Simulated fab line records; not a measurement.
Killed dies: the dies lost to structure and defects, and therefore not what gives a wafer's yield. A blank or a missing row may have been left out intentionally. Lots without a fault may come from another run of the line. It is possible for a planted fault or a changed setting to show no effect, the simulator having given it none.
fab line records	flow n5-finfet
[record] lots = 7	wafers = 21
route steps=1938 shown BEOL_M11@1543 BEOL_M12@1608 BEOL_M13@1685 BEOL_M14@1716
start-h: start of the lot's first displayed wafer, in hours after the record's first day	wait-h: hours from the lot's prior step to this one	" repeats the value in the row above	L1.1+2: a single row standing in for several wafers	- no value, or no start was given	* or withheld: withheld	< > ~ a bound
route shown NAME@n: names a module that has steps shown in the file, with the first one's number in the route	usual: the fault-free wafers' mean and standard deviation	same: alike in all rows	chamber/n: place in a boat	sites: each site's reading	_std_site: their standard deviation	_edge_site: mean of outer sites minus mean of inner sites	radius-mm: how far each site lies from the wafer's centre	mask NAME#n: copy n	behind: tool/chamber where the wafer was last shaped	hold: what put the lot on hold/how long, in hours/how the hold closed	device: the transistor (n, p or np) that didn't switch	end of line: the same wafers' tests at the end of the route	step lacking rows: just its recipe	killed: the dies lost at the first sort to structure and to defects; this is not the yield of the wafer	map: shows each die of a wafer: x if killed, . if not, _ if none is there
set.NAME: setting as actually run; set.NAME@STEP: the setting as run at that earlier step	model.NAME: the simulator's own value behind a step, which no gauge read
one table per step and one row per wafer, for lots whose settings were changed on purpose
[[steps]]
[step N5_BEOL_M11_COAT_05]
[recipe] resist = CAR-ArF	spin-rpm = 1500	resist-thk-nm = 90
lot.wafer	tool	chamber	start-h	wait-h	set.spin-rpm	model.CAR-ArF_of_BEOL_M11_COAT_05.thk-nm
L074.3	litho-track-04	0	-	-	1663	85.6
L074.4	"	0	"	"	1663	85.8
L074.6	"	0	"	"	1500	90
L075.1+3	litho-track-03	0	-	-	1500	90.4
L075.4	"	0	"	"	1500	90.2
L077.1+3	litho-track-05	0	-	-	1500	90.4
L077.6	"	0	"	"	1500	90.2
L085.2+3	litho-track-05	0	-	-	1500	90.8
L085.4	"	0	"	"	1500	91
L086.2+3	litho-track-04	0	-	-	1341	95.4
L086.5	"	0	"	"	1341	95.6
L089.1+4+6	litho-track-03	0	-	-	1500	90
L093.1+6	litho-track-04	0	-	-	1500	90.4
L093.5	"	0	"	"	1562	88.8
[step N5_BEOL_M11_EBR_07]
[recipe] solvent = PGMEA	ebr-width-mm = 1.5
[step N5_BEOL_M11_SOFTBAKE_06]
[recipe] temp-c = 110	time-s = 60	resist = CAR-ArF
[step N5_BEOL_M11_EXPOSE_08]
[recipe] mask-id = M11	na = 1.35	source-shape = dipole	sigma-inner = 0.411	sigma-outer = 0.611	polarization = te	dose-mj = 53.75
[step N5_BEOL_M11_PEB_09]
[recipe] peb-temp-c = withheld	peb-time-s = 60	resist = CAR-ArF
[step N5_BEOL_M11_DEVELOP_10]
[recipe] develop-time-s = 30	developer = TMAH	resist = CAR-ArF	rinse-liquid = diw	dry = air-spin	dev-temp-c = 23
lot.wafer	tool	chamber	start-h	wait-h	set.spin-rpm@BEOL_M11_COAT_05	model.CAR-ArF_of_BEOL_M11_COAT_05.thk-nm
L074.3+4	litho-track-04	0	-	-	1663	84
L074.6	"	0	"	"	1500	88.4
L075.1	litho-track-05	0	-	-	1500	88.8
L075.3+4	"	0	"	"	1500	88.6
L077.1+3	litho-track-04	0	-	-	1500	88.8
L077.6	"	0	"	"	1500	88.4
L085.2+3	litho-track-03	0	-	-	1500	89
L085.4	"	0	"	"	1500	89.2
L086.2+3	litho-track-05	0	-	-	1341	93.6
L086.5	"	0	"	"	1341	94
L089.1+4+6	litho-track-03	0	-	-	1500	88.4
L093.1+6	litho-track-04	0	-	-	1500	88.8
L093.5	"	0	"	"	1562	87
[step N5_BEOL_M11_DESCUM_16]
[recipe] chemistry = O2	time-s = 7.9	source-power-w = 50	bias-power-w = 20	pressure-mtorr = 20	rf-frequency-hz = 2.712e+07	temp-c = 40	resist = CAR-ArF	o2-flow-sccm = 225
lot.wafer	tool	chamber	start-h	wait-h	set.spin-rpm@BEOL_M11_COAT_05	model.CAR-ArF_of_BEOL_M11_COAT_05.thk-nm
L074.3	rie-diel-02	0	251.61	0.0	1663	79.2
L074.4	"	0	"	"	1663	79.4
L074.6	"	3	"	"	1500	83.4
L075.1+3	rie-diel-04	2,3	251.71	0.0	1500	83.8
L075.4	"	0	"	"	1500	83.6
L077.1+3	rie-diel-06	0,3	303.33	0.3	1500	84
L077.6	"	0	"	"	1500	83.8
L085.2+3+4	rie-diel-04	0,2,1	360.30	0.0	1500	84.2
L086.2	rie-diel-04	1	364.89	0.1	1341	88.6
L086.3	"	3	"	"	1341	88.8
L086.5	"	1	"	"	1341	89
L089.1+4+6	rie-diel-06	3,0,0	369.98	0.0	1500	83.6
L093.1	rie-diel-02	3	408.05	0.3	1500	83.8
L093.5	"	2	"	"	1562	82.2
L093.6	"	3	"	"	1500	84
[step N5_BEOL_M11_ETCH_61]
[recipe] chemistry = CF4	target = SiARC	target-depth-a = 390	mask-material = CAR-ArF	time-s = 65	ion-energy-ev = 80	pressure-mtorr = 40	source-w = 545	bias-w = 36	Ar_flow_sccm = 100	cf4-flow-sccm = 100	ends = cleared
[step N5_BEOL_M11_ETCH_62]
[recipe] chemistry = N2/H2	target = SOC	target-depth-a = 1100	overetch-a = 220	mask-material = SiARC	temp-c = 40	time-s = 165	ion-energy-ev = 200	pressure-mtorr = 30	source-w = 840	bias-w = 150	n2-flow-sccm = 200	h2-flow-sccm = 200
lot.wafer	tool	chamber	start-h	wait-h	set.spin-rpm@BEOL_M11_COAT_59	model.etch.depth-nm
L074.3	rie-diel-02	0	251.70	0.0	1500	99.68
L074.4+6	"	0,3	"	"	1500	100.1
L075.1	rie-diel-04	2	251.80	0.0	1500	99.92
L075.3	"	3	"	"	1500	99.88
L075.4	"	0	"	"	1500	100.2
L077.1	rie-diel-06	0	303.42	0.0	1500	99.86
L077.3	"	3	"	"	1500	99.99
L077.6	"	0	"	"	1500	100
L085.2	rie-diel-04	0	360.38	0.0	1500	99.86
L085.3	"	2	"	"	1500	99.65
L085.4	"	1	"	"	1500	99.92
L086.2	rie-diel-04	1	364.97	0.0	1420	102.9
L086.3	"	3	"	"	1420	103.1
L086.5	"	1	"	"	1500	100.3
L089.1	rie-diel-06	3	370.07	0.0	1634	96.13
L089.4	"	0	"	"	1634	96.01
L089.6	"	0	"	"	1634	96.17
L093.1	rie-diel-02	3	408.13	0.0	1620	96.6
L093.5	"	2	"	"	1500	100.3
L093.6	"	3	"	"	1500	100.2
[step N5_BEOL_M11_STRIP_68]
[recipe] chemistry = N2/H2	temp-c = 40	n2-flow-sccm = 200	h2-flow-sccm = 200	rf-frequency-hz = 6e+07
[step N5_BEOL_M11_STRIP_67]
[recipe] chemistry = CF4	resist = SiARC	power-w = 300	bias-power-w = 75	pressure-mtorr = 50	cf4-flow-sccm = 150	rf-frequency-hz = 6e+07
[step N5_BEOL_M11_HM_OPEN_17]
[recipe] chemistry = Cl2/BCl3	target-depth-a = 200	overetch-a = 60	target = TiN	mask-material = SOC	ion-energy-ev = 150	pressure-mtorr = 10	icp-w = 1000	bias-w = 126	Cl2_flow_sccm = 53.25	bcl3-flow-sccm = 21.75	Ar_flow_sccm = 25
lot.wafer	tool	chamber	start-h	wait-h	set.spin-rpm@BEOL_M11_COAT_59	model.SOC_of_BEOL_M11_COAT_59.thk-nm
L074.3	rie-metal-02	1	251.92	0.1	1500	91.8
L074.4	"	0	"	"	1500	92.2
L074.6	"	1	"	"	1500	92.4
L075.1	rie-metal-03	1	251.99	0.0	1500	92.2
L075.3	"	0	"	"	1500	91.8
L075.4	"	1	"	"	1500	92.4
L077.1+3	rie-metal-02	1	303.61	0.0	1500	92.2
L077.6	"	0	"	"	1500	92
L085.2+4	rie-metal-03	0,1	360.57	0.0	1500	91.8
L085.3	"	0	"	"	1500	91.6
L086.2	rie-metal-03	1	365.16	0.0	1420	95
L086.3	"	1	"	"	1420	95.2
L086.5	"	0	"	"	1500	92.2
L089.1+4+6	rie-metal-03	0,1,0	370.25	0.0	1634	88.2
L093.1	rie-metal-01	0	408.32	0.0	1620	88.8
L093.5	"	0	"	"	1500	92.4
L093.6	"	1	"	"	1500	92.2
[step N5_BEOL_M12_EXPOSE_07]
[recipe] mask-id = V11	na = 0.93	source-shape = conventional	sigma-outer = 0.6	polarization = unpolarized	attpsm-phase-deg = 180	dose-mj = 32.5
lot.wafer	tool	chamber	start-h	wait-h	mask	set.dose-mj
L074.3+6	krf-scanner-01	0	257.25	-	V11#0	32.5
L074.4	"	0	"	"	V11#0	30.9
L075.1	krf-scanner-01	0	257.47	-	V11#0	33.42
L075.3+4	"	0	"	"	V11#0	32.5
L077.1+6	krf-scanner-01	0	311.78	-	V11#0	32.5
L077.3	"	0	"	"	V11#0	34.34
L085.2+3+4	krf-scanner-01	0	366.51	-	V11#0	32.5
L086.2	krf-scanner-01	0	371.01	-	V11#0	31.16
L086.3+5	"	0	"	"	V11#0	32.5
L089.1+4	krf-scanner-01	0	377.55	-	V11#0	32.5
L089.6	"	0	"	"	V11#0	34.45
L093.1	krf-scanner-02	0	413.36	-	V11#0	32.5
L093.5+6	"	0	"	"	V11#0	31.79
[step N5_BEOL_M12_PEB_08]
[recipe] peb-temp-c = 130	peb-time-s = 90
[step N5_BEOL_M12_DEVELOP_09]
[recipe] develop-time-s = 45	rinse-liquid = diw	dry = air-spin	dev-temp-c = 21
[step N5_BEOL_M12_HARDBAKE_14]
[recipe] temp-c = 130	time-s = 120
[step N5_BEOL_M12_CD_MEAS_10]
[recipe] target-cd-nm = 140	landing-energy-ev = 500	detector = se-inlens	polarity = opening
[usual] cd-nm = 140.3/1.8
lot.wafer	tool	chamber	start-h	wait-h	set.dose-mj@BEOL_M12_EXPOSE_07	cd-nm
L074.3	cd-sem-02	0	257.42	-	32.5	139.8
L074.4	"	0	"	"	30.9	135.8
L074.6	"	0	"	"	32.5	139.9
L075.1	cd-sem-03	0	257.65	-	33.42	146.7
L075.3	"	0	"	"	32.5	141.3
L075.4	"	0	"	"	32.5	142.6
L077.1	cd-sem-03	0	311.95	-	32.5	139.4
L077.3	"	0	"	"	34.34	145.8
L077.6	"	0	"	"	32.5	138.1
L085.2	cd-sem-02	0	366.67	-	32.5	140.7
L085.3	"	0	"	"	32.5	140.8
L085.4	"	0	"	"	32.5	142.3
L086.2	cd-sem-01	0	371.17	-	31.16	136.7
L086.3	"	0	"	"	32.5	142.1
L086.5	"	0	"	"	32.5	138.7
L089.1	cd-sem-03	0	377.72	-	32.5	138.9
L089.4	"	0	"	"	32.5	139.4
L089.6	"	0	"	"	34.45	147.7
L093.1	cd-sem-01	0	413.54	-	32.5	139.3
L093.5	"	0	"	"	31.79	139.6
L093.6	"	0	"	"	31.79	139.6
[step N5_BEOL_M13_EXPOSE_25]
[recipe] mask-id = M13	na = 0.93	source-shape = conventional	sigma-outer = 0.4	polarization = unpolarized	target-cd-nm = 210	dose-mj = 22
lot.wafer	tool	chamber	start-h	wait-h	mask	set.dose-mj
L074.3+4	krf-scanner-01	0	262.03	-	M13#0	23.22
L074.6	"	0	"	"	M13#0	22
L075.1+4	krf-scanner-01	0	264.66	-	M13#0	22
L075.3	"	0	"	"	M13#0	23.6
L077.1+3+6	krf-scanner-01	0	318.21	-	M13#0	22
L085.2+3+4	krf-scanner-01	0	372.48	-	M13#0	22
L086.2+3+5	krf-scanner-02	0	378.23	-	M13#0	22
L089.1+6	krf-scanner-01	0	383.66	-	M13#0	21.25
L089.4	"	0	"	"	M13#0	22
L093.1+5	krf-scanner-01	0	421.22	-	M13#0	22
L093.6	"	0	"	"	M13#0	22.43
[step N5_BEOL_M13_PEB_26]
[recipe] peb-temp-c = 130	peb-time-s = 90
[step N5_BEOL_M13_DEVELOP_27]
[recipe] develop-time-s = 45	rinse-liquid = diw	dry = air-spin	dev-temp-c = 21
[step N5_BEOL_M13_HARDBAKE_32]
[recipe] temp-c = 130	time-s = 120
[step N5_BEOL_M13_CD_MEAS_28]
[recipe] target-cd-nm = 209.5	landing-energy-ev = 500	detector = se-inlens
[usual] cd-nm = 209.3/1.2
lot.wafer	tool	chamber	start-h	wait-h	set.dose-mj@BEOL_M13_EXPOSE_25	cd-nm
L074.3	cd-sem-01	0	262.19	-	23.22	214.5
L074.4	"	0	"	"	23.22	215.2
L074.6	"	0	"	"	22	208.5
L075.1	cd-sem-01	0	264.83	-	22	209.1
L075.3	"	0	"	"	23.6	216.7
L075.4	"	0	"	"	22	211.8
L077.1	cd-sem-01	0	318.38	-	22	208.7
L077.3	"	0	"	"	22	210.5
L077.6	"	0	"	"	22	209.8
L085.2	cd-sem-02	0	372.65	-	22	208.9
L085.3	"	0	"	"	22	208.2
L085.4	"	0	"	"	22	210.6
L086.2	cd-sem-03	0	378.40	-	22	208.4
L086.3	"	0	"	"	22	210.0
L086.5	"	0	"	"	22	210.6
L089.1	cd-sem-03	0	383.83	-	21.25	206.6
L089.4	"	0	"	"	22	209.3
L089.6	"	0	"	"	21.25	205.7
L093.1	cd-sem-03	0	421.39	-	22	208.2
L093.5	"	0	"	"	22	208.3
L093.6	"	0	"	"	22.43	212.6
[step N5_BEOL_M13_DESCUM_33]
[recipe] chemistry = O2	time-s = 7.9	source-power-w = 50	bias-power-w = 20	pressure-mtorr = 20	rf-frequency-hz = 2.712e+07	temp-c = 40	o2-flow-sccm = 225
lot.wafer	tool	chamber	start-h	wait-h	set.time-s	set.dose-mj@BEOL_M13_EXPOSE_25	model.BEOL_M13.cd-nm
L074.3	rie-diel-04	1	262.28	0.0	8.492	23.22	214.4
L074.4	"	2	"	"	7.9	23.22	215
L074.6	"	2	"	"	7.9	22	208.6
L075.1	rie-diel-06	1	264.92	0.0	9.166	22	209.4
L075.3	"	2	"	"	7.9	23.6	216.8
L075.4	"	0	"	"	9.166	22	211.2
L077.1	rie-diel-06	2	318.47	0.0	9.573	22	209
L077.3	"	3	"	"	9.573	22	210.6
L077.6	"	2	"	"	7.9	22	209.6
L085.2	rie-diel-04	1	372.92	0.0	7.9	22	208.8
L085.3	"	3	"	"	7.9	22	208
L085.4	"	0	"	"	7.9	22	210.6
L086.2	rie-diel-06	2	379.10	0.6	7.9	22	208.8
L086.3	"	1	"	"	7.9	22	209.8
L086.5	"	2	"	"	6.914	22	210.4
L089.1	rie-diel-06	1	384.08	0.2	9.644	21.25	206.6
L089.4	"	2	"	"	7.9	22	209.6
L089.6	"	0	"	"	9.644	21.25	205.8
L093.1	rie-diel-04	3	421.48	0.0	7.9	22	207.8
L093.5	"	3	"	"	7.9	22	208.6
L093.6	"	0	"	"	7.9	22.43	212.2
[step N5_BEOL_M13_ETCH_67]
[recipe] chemistry = CF4	target = SiARC	target-depth-a = 1430	time-s = 238.3	ion-energy-ev = 80	pressure-mtorr = 40	source-w = 545	bias-w = 36	Ar_flow_sccm = 100	cf4-flow-sccm = 100	ends = cleared
lot.wafer	tool	chamber	start-h	wait-h	set.dose-mj@BEOL_M13_EXPOSE_25	model.BEOL_M13.cd-nm
L074.3	rie-diel-04	1	262.31	0.0	23.22	214.8
L074.4	"	2	"	"	23.22	215.4
L074.6	"	2	"	"	22	209.4
L075.1	rie-diel-06	1	264.95	0.0	22	209.6
L075.3	"	2	"	"	23.6	218.4
L075.4	"	0	"	"	22	212
L077.1	rie-diel-06	2	318.51	0.0	22	210.6
L077.3	"	3	"	"	22	211.6
L077.6	"	2	"	"	22	210.8
L085.2	rie-diel-04	1	372.95	0.0	22	208.8
L085.3	"	3	"	"	22	208.6
L085.4	"	0	"	"	22	210.8
L086.2+3	rie-diel-06	2,1	379.13	0.0	22	209.4
L086.5	"	2	"	"	22	211.2
L089.1	rie-diel-06	1	384.11	0.0	21.25	206.8
L089.4	"	2	"	"	22	210.4
L089.6	"	0	"	"	21.25	206
L093.1	rie-diel-04	3	421.52	0.0	22	208.6
L093.5	"	3	"	"	22	209
L093.6	"	0	"	"	22.43	212.4
[step N5_BEOL_M14_ILD_DEP_00]
[recipe] material = SiO2	target-thk-a = 11193	temp-c = 400	precursor = TEOS/O2	pressure-torr = 6.5	rf-w = 900	teos-flow-sccm = 161.4	gas = O2	flow-sccm = 2650	time-s = 237.4
lot.wafer	tool	chamber	start-h	wait-h	set.temp-c	model.SiO2_of_BEOL_M14_ILD_DEP_00.thk-nm
L074.3	pecvd-03	0	264.59	0.1	400	1139
L074.4	"	1	"	"	400	1113
L074.6	"	0	"	"	398	1146
L075.1	pecvd-04	1	267.24	0.0	400	1088
L075.3	"	0	"	"	406.7	1075
L075.4	"	1	"	"	400	1119
L077.1	pecvd-02	0	321.73	0.0	407.5	1053
L077.3	"	2	"	"	400	1097
L077.6	"	2	"	"	407.5	1055
L085.2	pecvd-04	0	377.94	0.0	400	1102
L085.3	"	2	"	"	400	1111
L085.4	"	1	"	"	400	1108
L086.2	pecvd-03	0	383.04	0.0	407.5	1077
L086.3	"	1	"	"	400	1132
L086.5	"	2	"	"	400	1139
L089.1	pecvd-03	0	386.66	0.0	400	1139
L089.4	"	2	"	"	400	1149
L089.6	"	0	"	"	392.3	1209
L093.1	pecvd-04	0	427.01	0.0	400	1109
L093.5	"	0	"	"	400	1120
L093.6	"	2	"	"	400	1130
[step N5_BEOL_M14_THK_MEAS_01]
[recipe] reads = SiO2_of_BEOL_M14_ILD_DEP_00
[usual] M14_ILD_THK = 1121/16
lot.wafer	tool	chamber	start-h	wait-h	set.temp-c@BEOL_M14_ILD_DEP_00	M14_ILD_THK[nm]
L074.3	film-metro-01	-	264.78	0.1	400	1140
L074.4	"	-	"	"	400	1112
L074.6	"	-	"	"	398	1146
L075.1	film-metro-01	-	267.43	0.1	400	1089
L075.3	"	-	"	"	406.7	1074
L075.4	"	-	"	"	400	1119
L077.1	film-metro-01	-	321.92	0.1	407.5	1053
L077.3	"	-	"	"	400	1097
L077.6	"	-	"	"	407.5	1055
L085.2	film-metro-02	-	378.13	0.1	400	1100
L085.3	"	-	"	"	400	1111
L085.4	"	-	"	"	400	1108
L086.2	film-metro-02	-	383.23	0.1	407.5	1078
L086.3	"	-	"	"	400	1132
L086.5	"	-	"	"	400	1141
L089.1	film-metro-01	-	386.85	0.1	400	1138
L089.4	"	-	"	"	400	1149
L089.6	"	-	"	"	392.3	1208
L093.1	film-metro-02	-	427.20	0.1	400	1109
L093.5	"	-	"	"	400	1120
L093.6	"	-	"	"	400	1130
[[key]]
[split] step = N5_BEOL_M11_COAT_05	setting = spin-rpm	stated = 1500	by = wafer
[response] step = N5_BEOL_M11_COAT_05	reading = model.CAR-ArF_of_BEOL_M11_COAT_05.thk-nm	change = -0.395	per = 1%	r = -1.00
[response] step = N5_BEOL_M11_DEVELOP_10	reading = model.CAR-ArF_of_BEOL_M11_COAT_05.thk-nm	change = -0.409	per = 1%	r = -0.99
[response] step = N5_BEOL_M11_DESCUM_16	reading = model.CAR-ArF_of_BEOL_M11_COAT_05.thk-nm	change = -0.382	per = 1%	r = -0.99
[split] step = N5_BEOL_M12_EXPOSE_07	setting = dose-mj	stated = 32.5	by = wafer
[response] step = N5_BEOL_M12_CD_MEAS_10	reading = cd-nm	change = +1.15	per = 1%	r = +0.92
[split] step = N5_BEOL_M13_EXPOSE_25	setting = dose-mj	stated = 22	by = wafer
[response] step = N5_BEOL_M13_CD_MEAS_28	reading = cd-nm	change = +1.01	per = 1%	r = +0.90
[response] step = N5_BEOL_M13_DESCUM_33	reading = model.BEOL_M13.cd-nm	change = +1.01	per = 1%	r = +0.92
[response] step = N5_BEOL_M13_ETCH_67	reading = model.BEOL_M13.cd-nm	change = +1.09	per = 1%	r = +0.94
[split] step = N5_BEOL_M13_DESCUM_33	setting = time-s	stated = 7.9	by = wafer
response none clear
[split] step = N5_BEOL_M14_ILD_DEP_00	setting = temp-c	stated = 400	by = wafer
[response] step = N5_BEOL_M14_ILD_DEP_00	reading = model.SiO2_of_BEOL_M14_ILD_DEP_00.thk-nm	change = -27	per = 1%	r = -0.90
[response] step = N5_BEOL_M14_THK_MEAS_01	reading = M14_ILD_THK	change = -27.1	per = 1%	r = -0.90
split outside-this-file step=N5_BEOL_M11_COAT_59 setting=spin-rpm
// split outside-this-file: this setting was split too, and the file shows its column; the key of that split is in another file
